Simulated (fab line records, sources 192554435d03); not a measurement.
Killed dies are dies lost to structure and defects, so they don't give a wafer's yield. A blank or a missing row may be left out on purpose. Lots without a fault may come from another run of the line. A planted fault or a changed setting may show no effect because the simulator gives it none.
fab line records | flow n5_finfet
record lots=10 wafers=26 last_day=17
route steps=1938 shown ZERO_LAYER@13 WELL_APT@24 PMOS_HMC_CHANNEL_EPI@71 BEOL_M4@1111 PASSIVATION@1936
lots that met no fault: from a run of the same line without faults
start_h: hours from the record's first day to the start of the lot's first wafer shown | wait_h: hours since the lot's step before | " the same as in the row above | L1.1+2: a row that stands for several wafers | - no value, or no start given | * or withheld: withheld | < > ~ a bound
route shown NAME@n: a module of which the file shows steps, and the number in the route of the first | usual: mean/standard deviation of fault-free wafers | same: alike in all rows | chamber/n: place in a boat | sites: the reading at each site | _std_site: their standard deviation | _edge_site: outer sites' mean less inner sites' | radius_mm: how far each site lies from the wafer's centre | mask NAME#n: copy n | behind: the tool/chamber that last shaped the wafer | hold: why the lot was held/for how many hours/how that ended | device: the transistor (n, p or np) that didn't switch | end of line: the same wafers' tests at the end of the route | a step without rows: its recipe alone | killed: dies lost to structure and defects at the first sort, not the wafer's yield | map: a wafer's dies, x killed, . not, _ none there
set.NAME: the setting as run; set.NAME@STEP: as run at that earlier step | model.NAME: the simulator's own value behind a step, which no gauge read
steps of the route over a sample of lots; a table a step, a row a wafer
services: from which hour (start_h, from the record's first day; less than 0 if before it) a tool's chamber was out of use, for how many hours, and why
## steps
# step N5_ZERO_LAYER_CD_MEAS_11
# recipe target_cd_nm=2000 landing_energy_ev=500 detector=se_inlens
# usual cd_nm=1998.7/2.2
# columns lot.wafer tool chamber start_h wait_h cd_nm
L237.1 cd_sem-03 0 12.77 - 1996.2
L237.2 " 0 " " 2000.7
L238.2 cd_sem-02 0 18.64 - 2001.0
L238.3 " 0 " " 2002.9
L238.6 " 0 " " 1999.8
L239.1 cd_sem-03 0 24.67 - 2000.3
L239.3 " 0 " " 1999.1
L246.4 cd_sem-01 0 66.66 - 1999.0
L246.5 " 0 " " 1998.2
L246.6 " 0 " " 1996.6
L248.1 cd_sem-02 0 78.64 - 1999.6
L248.3 " 0 " " 1999.7
L248.6 " 0 " " 1997.4
L251.1 cd_sem-02 0 96.64 - 2002.7
L251.5 " 0 " " 2001.5
L251.6 " 0 " " 1999.7
L254.1 cd_sem-02 0 114.77 - 1994.4
L254.2 " 0 " " 1996.4
L254.4 " 0 " " 1999.3
L257.2 cd_sem-02 0 132.77 - 1996.6
L257.5 " 0 " " 1999.9
L258.4 cd_sem-03 0 138.65 - 1998.8
L258.6 " 0 " " 1996.0
L260.1 cd_sem-02 0 150.66 - 2001.0
L260.3 " 0 " " 1997.4
L260.4 " 0 " " 2001.1
# step N5_WELL_APT_EXPOSE_05
# recipe mask_id=NWELL na=0.8 source_shape=conventional sigma_outer=0.8 polarization=unpolarized defocus_nm=0 target_cd_nm=200 dose_mj=20.3
# usual exposure_dose_mJ_cm2=20.279/0.02
# columns lot.wafer tool chamber start_h wait_h mask exposure_dose_mJ_cm2
L237.1 krf_scanner-01 0 13.51 - NWELL#0 20.294
L237.2 " 0 " " NWELL#0 20.268
L238.2 krf_scanner-02 0 19.98 - NWELL#0 20.273
L238.3 " 0 " " NWELL#0 20.275
L238.6 " 0 " " NWELL#0 20.328
L239.1 krf_scanner-02 0 25.58 - NWELL#0 20.301
L239.3 " 0 " " NWELL#0 20.301
L246.4 krf_scanner-02 0 67.71 - NWELL#0 20.649
L246.5 " 0 " " NWELL#0 20.621
L246.6 " 0 " " NWELL#0 20.629
L248.1 krf_scanner-02 0 79.51 - NWELL#0 20.532
L248.3 " 0 " " NWELL#0 20.553
L248.6 " 0 " " NWELL#0 20.542
L251.1 krf_scanner-01 0 97.38 - NWELL#0 20.223
L251.5 " 0 " " NWELL#0 20.268
L251.6 " 0 " " NWELL#0 20.228
L254.1 krf_scanner-01 0 115.76 - NWELL#0 20.287
L254.2 " 0 " " NWELL#0 20.283
L254.4 " 0 " " NWELL#0 20.268
L257.2 krf_scanner-01 0 133.64 - NWELL#0 20.233
L257.5 " 0 " " NWELL#0 20.259
L258.4 krf_scanner-01 0 139.41 - NWELL#0 20.305
L258.6 " 0 " " NWELL#0 20.286
L260.1 krf_scanner-01 0 151.61 - NWELL#0 20.287
L260.3 " 0 " " NWELL#0 20.263
L260.4 " 0 " " NWELL#0 20.304
# step N5_PMOS_HMC_CHANNEL_EPI_STRIP_33
# recipe chemistry=N2/H2 power_w=500 temp_c=40 pressure_mtorr=50 rf_frequency_hz=6e+07 overash_fraction=0.3 bias_power_w=8 h2_frac=0.5 n2_flow_sccm=300 h2_flow_sccm=300
# usual drypump_motor_current_A=5.9/0.55 n2_flow_sccm=300.0/0.86 oes_product_au=0.81/0.082 rf_vpp_V=54.4/1.7 showerhead_plenum_p_Torr=3.41/0.1 throttle_valve_pct=18.95/0.3
# columns lot.wafer tool chamber start_h wait_h drypump_motor_current_A n2_flow_sccm oes_product_au rf_hours_counter_h rf_vpp_V showerhead_plenum_p_Torr throttle_valve_pct
L237.1 rie_diel-05 1 17.44 0.0 5.8 299.8 0.80 104 53.7 3.25 19.18
L237.2 " 0 " " 5.7 298.2 0.85 52 54.1 3.55 18.61
L238.2 rie_diel-01 1 24.05 0.0 5.5 300.7 0.96 22 55.4 3.44 18.56
L238.3 " 3 " " 5.2 299.6 0.91 17 53.3 3.42 19.20
L238.6 " 2 " " 5.3 298.9 0.69 - 55.7 3.31 18.96
L239.1 rie_diel-04 2 29.29 0.0 6.5 298.8 0.77 92 52.6 3.26 19.00
L239.3 " 1 " " 5.6 299.7 0.83 70 51.9 3.42 19.47
L246.4 rie_diel-01 0 72.03 0.0 6.7 300.3 0.94 20 53.9 3.59 18.67
L246.5 " 2 " " 5.3 297.9 0.67 - 54.5 3.30 18.93
L246.6 " 1 " " 5.5 301.5 0.93 - 53.9 3.43 18.58
L248.1 rie_diel-01 3 83.21 0.0 5.2 299.3 0.87 35 53.3 3.41 19.28
L248.3 " 2 " " 5.4 299.3 0.68 243 55.0 3.30 18.95
L248.6 " 2 " " 5.4 298.6 0.67 - 52.3 3.30 18.94
L251.1 rie_diel-05 0 101.34 0.0 5.7 298.5 0.81 77 50.6 3.54 18.65
L251.5 " 3 " " 6.3 300.4 0.82 - 56.8 3.38 19.35
L251.6 " 2 " " 5.2 300.0 0.76 - 54.2 3.37 18.93
L254.1 rie_diel-01 0 119.89 0.1 6.8 301.1 0.89 39 54.4 3.58 18.70
L254.2 " 1 " " 5.5 300.4 0.88 54 54.6 3.42 18.60
L254.4 " 0 " " 6.8 300.9 0.88 - 54.7 3.58 18.69
L257.2 rie_diel-05 0 137.49 0.0 5.7 300.4 0.80 89 55.0 3.53 18.66
L257.5 " 0 " " 5.7 301.1 0.82 - 54.1 3.53 18.71
L258.4 rie_diel-05 1 143.42 0.0 5.8 300.7 0.74 141 53.8 3.23 19.21
L258.6 " 3 " " 6.3 301.1 0.81 - 56.6 3.37 19.37
L260.1 rie_diel-04 0 156.17 0.0 6.6 300.0 0.71 223 53.9 3.47 19.24
L260.3 " 1 " " 5.6 300.5 0.80 106 53.1 3.40 19.54
L260.4 " 3 " " 5.4 298.9 0.67 236 57.5 3.45 18.87
# step N5_PMOS_HMC_CHANNEL_EPI_ETCH_38
# recipe chemistry=CF4 target=SiO2 target_depth_a=15 ion_energy_ev=350 pressure_mtorr=10 icp_w=800 bias_w=400 cf4_flow_sccm=80
# usual bias_w=400.1/1.3 drypump_motor_current_A=5.5/0.35 oes_product_au=1.002/0.018 throttle_valve_pct=21.87/0.21
# columns lot.wafer tool chamber start_h wait_h bias_w drypump_motor_current_A oes_product_au rf_hours_counter_h throttle_valve_pct
L237.1 rie_si-05 1 17.75 0.0 402.8 6.2 1.015 93 21.99
L237.2 " 2 " " 402.2 5.2 0.992 43 21.99
L238.2 rie_si-03 0 24.36 0.0 397.5 5.0 0.984 3 21.39
L238.3 " 3 " " 399.8 5.5 1.026 147 21.88
L238.6 " 2 " " 399.0 5.5 1.004 - 22.21
L239.1 rie_si-01 0 29.59 0.0 399.8 5.7 0.961 79 21.82
L239.3 " 3 " " 397.7 5.1 1.018 4 21.77
L246.4 rie_si-01 2 72.33 0.0 401.7 6.0 1.010 1 22.11
L246.5 " 1 " " 401.4 5.8 1.007 - 21.90
L246.6 " 0 " " 402.0 5.6 0.957 - 21.82
L248.1 rie_si-03 3 83.51 0.0 400.8 5.5 1.025 149 21.88
L248.3 " 1 " " 398.8 5.3 0.989 122 21.75
L248.6 " 2 " " 400.0 5.5 1.008 - 22.22
L251.1 rie_si-03 2 101.65 0.0 400.9 5.5 1.005 8 22.22
L251.5 " 3 " " 399.4 5.5 1.026 - 21.87
L251.6 " 0 " " 400.6 5.0 0.993 - 21.41
L254.1 rie_si-03 3 120.21 0.0 400.2 5.5 1.024 149 21.88
L254.2 " 0 " " 400.3 5.1 0.993 5 21.40
L254.4 " 1 " " 399.3 5.4 0.990 122 21.75
L257.2 rie_si-01 0 137.80 0.0 400.0 5.6 0.956 81 21.82
L257.5 " 2 " " 399.4 6.0 1.002 - 22.10
L258.4 rie_si-01 0 143.74 0.0 399.2 5.6 0.976 81 21.83
L258.6 " 2 " " 401.5 6.0 1.013 - 22.11
L260.1 rie_si-03 3 156.47 0.0 401.2 5.5 1.020 150 21.85
L260.3 " 0 " " 399.1 5.1 0.994 6 21.41
L260.4 " 1 " " 400.2 5.4 0.997 123 21.75
# step N5_BEOL_M4_RC_MEAS_101
# usual DIBL_N=36.3/1.6 DIBL_P=36.2/2 IOFF_N=0.160/0.028 IOFF_P=0.21/0.036 ION_N=677/11 ION_P=465/6.9 SS_N=71.5/0.55 SS_P=73.3/0.64 VT_N=250/3 VT_P=-250/3.5
# columns lot.wafer tool chamber start_h wait_h DIBL_N[mV/V] DIBL_P[mV/V] IOFF_N[nA/um] IOFF_P[nA/um] ION_N[uA/um] ION_P[uA/um] SS_N[mV/dec] SS_P[mV/dec] VT_N[mV] VT_P[mV]
L237.1 prober-01 0 164.88 0.0 40.7 40.5 0.246 0.30 688 472 71.9 73.7 243 -246
L237.2 " 0 " " 39.1 38.7 0.186 0.25 671 466 72.2 74.2 247 -248
L238.2 prober-02 0 168.04 0.2 35.3 35.1 0.145 0.20 682 464 70.8 72.4 250 -248
L238.3 " 0 " " 36.1 35.6 0.159 0.21 679 471 70.7 72.5 248 -247
L238.6 " 0 " " 36.5 36.0 0.167 0.22 675 462 70.7 72.9 249 -251
L239.1 prober-01 0 172.22 0.0 32.7 32.0 0.112 0.15 668 454 70.4 72.0 253 -257
L239.3 " 0 " " 35.3 35.6 0.149 0.19 671 462 71.5 72.9 249 -253
L246.4 prober-01 0 231.14 0.5 37.8 38.9 0.187 0.29 684 478 71.4 73.6 246 -243
L246.5 " 0 " " 38.0 39.1 0.190 0.29 688 479 72.1 73.4 248 -243
L246.6 " 0 " " 37.6 38.2 0.177 0.27 673 469 71.1 73.6 248 -244
L248.1 prober-01 0 235.13 0.0 37.4 38.2 0.186 0.24 688 468 72.0 74.0 246 -251
L248.3 " 0 " " 38.4 39.4 0.207 0.26 691 466 71.6 74.6 246 -249
L248.6 " 0 " " 36.8 37.8 0.172 0.22 670 456 71.4 74.6 249 -252
L251.1 prober-01 0 245.65 0.0 37.1 37.1 0.172 0.22 685 467 71.9 73.7 251 -254
L251.5 " 0 " " 36.4 36.7 0.171 0.21 678 462 72.1 73.8 249 -251
L251.6 " 0 " " 37.3 37.1 0.188 0.21 676 463 71.7 73.6 249 -252
L254.1 prober-02 0 276.75 0.0 34.3 35.0 0.128 0.18 662 465 71.2 72.5 253 -251
L254.2 " 0 " " 33.1 34.0 0.112 0.17 660 458 71.3 72.6 255 -252
L254.4 " 0 " " 35.6 37.1 0.155 0.21 689 472 71.4 73.0 249 -252
L257.2 prober-01 0 300.23 0.2 33.4 31.5 0.118 0.16 669 455 71.0 72.4 252 -255
L257.5 " 0 " " 32.2 30.3 0.107 0.15 668 461 69.9 72.7 255 -254
L258.4 prober-02 0 300.57 0.5 34.3 34.8 0.135 0.20 665 463 71.1 73.0 251 -249
L258.6 " 0 " " 34.5 34.4 0.128 0.18 665 462 70.9 73.1 253 -252
L260.1 prober-02 0 309.49 0.0 36.5 36.4 0.155 0.19 671 453 72.0 73.5 250 -254
L260.3 " 0 " " 35.6 35.2 0.144 0.16 678 456 71.4 73.4 251 -257
L260.4 " 0 " " 36.0 35.8 0.139 0.17 670 452 71.6 73.5 249 -253
# step N5_PASSIVATION_PROBE_49
# usual defect_limited_yield=91.2/1.5 killed_at_M0_to_M3=36/10 killed_at_M4_up=13/6 killed_at_contacts=11/5.2 killed_at_front_end=40/11 killed_at_other=3.1/2.9 killed_dies=104/17 killed_on_rim=14/3.6 killed_open=66/12 killed_short=34/7.7 sort_bin_5_function=5.1/0.91 sort_bin_6_memory=3.2/0.67 sort_n_pass=1076/17 sort_yield_pct=91.2/1.5
# same gross_dies=1180 killed_at_back_side=0 sort_bin_4_leakage[%]=0 sort_bin_8_speed[%]=0
# columns lot.wafer tool chamber start_h wait_h defect_limited_yield[%] killed_at_M0_to_M3 killed_at_M4_up killed_at_contacts killed_at_front_end killed_at_other killed_dies killed_on_rim killed_open killed_short sort_bin_5_function[%] sort_bin_6_memory[%] sort_n_pass sort_yield_pct[%]
L238.2 prober-01 - 272.63 0.1 88.9 26 21 14 61 9 131 14 85 36 6.3 3.6 1049 88.9
L238.3 prober-01 - 272.68 0.1 88.7 56 14 13 44 6 133 21 70 54 5.8 4.4 1047 88.7
L238.6 prober-01 - 272.83 0.3 92.8 18 7 19 39 2 85 11 42 34 3.3 2.7 1095 92.8
L251.1 prober-02 - 355.48 0.0 93.5 26 11 8 32 0 77 11 53 21 4.2 1.9 1103 93.5
L251.5 prober-02 - 355.68 0.2 92.4 34 12 10 34 0 90 14 60 29 4.7 2.6 1090 92.4
L251.6 prober-02 - 355.73 0.3 90.5 37 14 15 46 0 112 11 71 41 5.8 3.6 1068 90.5
# killed by level:class
L238.2 FIN_SAQP:geometric_particle:open=22 MOL_CONTACT_COAG:geometric_particle:open=12 HKMG_FIN:area_etch=9 BEOL_M0_SAQP:geometric_particle:open=6 BEOL_M1:geometric_particle:short=6 DUMMY_GATE:geometric_particle:open=5 PAD_METAL:geometric_particle:open=5 BEOL_M1:geometric_particle:open=4
L238.3 BEOL_M0_SAQP:geometric_particle:open=16 BEOL_M0_SAQP:geometric_particle:short=13 GATE_CUT:geometric_particle:short=10 MOL_CONTACT_COAG:geometric_particle:open=9 BEOL_M2:geometric_particle:open=9 HKMG_FIN:area_etch=9 BEOL_M1:geometric_particle:short=7 FIN_SAQP:geometric_particle:open=6
L238.6 MOL_CONTACT_COAG:geometric_particle:open=11 HKMG_FIN:area_etch=8 MOL_CONTACT_COAG:geometric_particle:short=7 BEOL_M0_SAQP:geometric_particle:short=6 BEOL_M0_SAQP:geometric_particle:open=6 FIN_SAQP:geometric_particle:open=5 STI_FIN_REVEAL:geometric_particle:open=5 GATE_CUT:geometric_particle:short=4
L251.1 STARTING-WAFER:geometric_particle:short=8 FIN_SAQP:geometric_particle:open=7 MOL_CONTACT_COAG:geometric_particle:open=7 STI_FIN_REVEAL:geometric_particle:open=5 BEOL_M0_SAQP:geometric_particle:open=5 BEOL_M4:geometric_particle:open=5 BEOL_M2:geometric_particle:open=4 BEOL_M3:geometric_particle:open=4
L251.5 BEOL_M0_SAQP:geometric_particle:open=10 FIN_SAQP:geometric_particle:open=9 MOL_CONTACT_COAG:geometric_particle:open=9 FIN_SAQP:geometric_particle:short=8 BEOL_M2:geometric_particle:short=6 BEOL_M4:geometric_particle:open=6 BEOL_M0_SAQP:geometric_particle:short=5 BEOL_M0:geometric_particle:open=5
L251.6 STI_FIN_REVEAL:geometric_particle:open=11 FIN_SAQP:geometric_particle:short=10 MOL_CONTACT_COAG:geometric_particle:open=9 BEOL_M2:geometric_particle:open=8 DUMMY_GATE:geometric_particle:open=7 BEOL_M1:geometric_particle:open=7 BEOL_M0_SAQP:geometric_particle:open=6 MOL_CONTACT_COAG:geometric_particle:short=6
## services
# columns tool chamber start_h hours kind
rie_diel-04 2 -0.94 5.7 repair
rie_diel-01 - 0.57 2.8 pm
rie_diel-01 0 5.88 2.0 repair
krf_scanner-02 - 7.12 4.8 repair
rie_si-01 2 19.34 - clean
rie_si-01 2 19.34 - consumable_replace:focus_ring
rie_si-01 2 19.34 13.0 scheduled_down
krf_scanner-01 - 22.87 1.3 pm
krf_scanner-01 - 26.05 1.0 pm
krf_scanner-02 - 27.47 1.3 pm
krf_scanner-01 0 42.55 - calibration
krf_scanner-02 - 67.96 0.8 pm
krf_scanner-01 - 76.04 4.2 repair
krf_scanner-02 0 89.36 - calibration
rie_diel-05 1 95.99 7.9 repair
rie_diel-01 2 104.60 - clean
rie_diel-01 2 104.60 - consumable_replace:focus_ring
rie_diel-01 2 104.60 26.7 scheduled_down
rie_diel-01 2 104.60 26.7 vent_cycle
rie_diel-01 3 108.65 45.3 repair
krf_scanner-02 - 109.03 1.0 pm
krf_scanner-01 - 112.09 0.8 pm
rie_diel-05 0 121.56 1.7 repair
krf_scanner-02 - 148.09 19.8 repair
## key
first_sign step=N5_WELL_APT_EXPOSE_05 reading=exposure_dose_mJ_cm2 direction=up sigmas=16 usual=20.279 struck=20.588
effect none on later readings
met_at N5_WELL_APT_EXPOSE_05
struck_lots L246,L248
loop_trim step=N5_WELL_APT_EXPOSE_05 setting=dose lots=L248
not_acting_at N5_ZERO_LAYER_CD_MEAS_11,N5_PMOS_HMC_CHANNEL_EPI_STRIP_33,N5_PMOS_HMC_CHANNEL_EPI_ETCH_38
onset_between 25.58 67.71
fault kind=process_parameter_drift tool=krf_scanner-02 chamber=- onset_h=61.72 steps=N5_WELL_APT_EXPOSE_05 channel=dose_mj offset=0.33204 shape=step acts_in=these_recipes_only stated=20.3
# loop_trim: a control loop set the setting to another value than it would have without faults
